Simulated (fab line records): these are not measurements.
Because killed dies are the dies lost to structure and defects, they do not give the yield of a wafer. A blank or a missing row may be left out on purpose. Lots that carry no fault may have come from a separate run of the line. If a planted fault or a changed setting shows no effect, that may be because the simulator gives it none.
Matching of chambers	flow n5_finfet	N5_BEOL_M4_STRIP_36 on rie_diel-03: 4 sister chambers
The step strips in N2/H2. 4 wafers are shown with their chamber, then 8 later ones without.

WAFERS PAIRED WITH THEIR CHAMBERS
wafer	chamber	drypump_motor_current_A (A)
L081.5	1	6.0
L085.5	0	5.9
L088.3	2	5.3
L091.1	3	5.7

WAFERS WHOSE CHAMBER IS MISSING
wafer	drypump_motor_current_A (A)
L091.3	5.8
L091.4	5.4
L096.2	6.0
L096.3	5.8
L096.4	5.4
L094.1	5.4
L094.4	5.9
L094.6	5.8

EACH ONE'S CHAMBER
wafer	from the rows above	in truth
L091.3	can't be placed: 3 or 0 or 1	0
L091.4	2	2
L096.2	can't be placed: 1 or 0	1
L096.3	can't be placed: 3 or 0 or 1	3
L096.4	2	2
L094.1	2	2
L094.4	can't be placed: 0 or 1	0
L094.6	can't be placed: 3 or 0 or 1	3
3 of 8 placed correctly. These rows do not allow placing 5 (true chamber among the candidates in 5). Wrongly placed: 0.
How it was worked out, from the rows above alone: a wafer's distance from a chamber is the root of the sum, over the readings, of the square of ((its reading less the chamber's mean) divided by the reading's scatter). If the next closest chamber is less than 2 further off than the closest, the wafer can't be placed; otherwise it belongs to the closest. Each chamber's mean is taken over the wafers shown for it. The scatter: root of mean squared gap, hidden wafer to nearest shown wafer, with one shown wafer a chamber.
